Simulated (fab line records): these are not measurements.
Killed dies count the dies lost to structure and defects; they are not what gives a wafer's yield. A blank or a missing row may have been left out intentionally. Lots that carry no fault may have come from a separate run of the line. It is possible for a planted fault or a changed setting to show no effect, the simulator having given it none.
Chamber matching -- flow n5-finfet -- N5_BEOL_M5_PECVD_70 on pecvd-02 has 3 sister chambers
The step deposits SiO2 from TEOS/O2, target thk 16 nm, time 18 s. 3 wafers are shown with their chamber, then 10 later ones without.

== WAFERS WITH THEIR CHAMBER ==
wafer,chamber,throttle-valve-pct (%)
L081.4,1,24.0
L091.1,2,21.0
L091.3,0,23.0

== WAFERS WITHOUT THEIR CHAMBER ==
wafer,throttle-valve-pct (%)
L091.5,23.0
L094.2,23.7
L094.4,21.0
L094.6,21.0
L097.1,21.3
L097.2,24.0
L097.3,23.0
L097.4,23.6
L097.5,20.9
L097.6,23.1

== CHAMBER TAKEN BY EACH ==
wafer,from the rows above,in truth
L091.5,0,0
L094.2,1,1
L094.4,2,2
L094.6,2,2
L097.1,2,2
L097.2,1,1
L097.3,0,0
L097.4,can't be placed: 1 or 0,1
L097.5,2,2
L097.6,0,0
Correctly placed: 9 of 10. These rows do not allow placing 1 (true chamber among the candidates in 1). 0 placed wrongly.
How it was worked out, from the rows above alone: a wafer's distance from a chamber is the root of the sum, over the readings, of the square of ((its reading less the chamber's mean) divided by the reading's scatter). If the next closest chamber is less than 2 further off than the closest, the wafer can't be placed; otherwise it belongs to the closest. For every chamber, the mean is computed from those of its wafers that are shown. The scatter: with one shown wafer a chamber, the root of the mean of the squares of how far each hidden wafer lies from its nearest shown one.
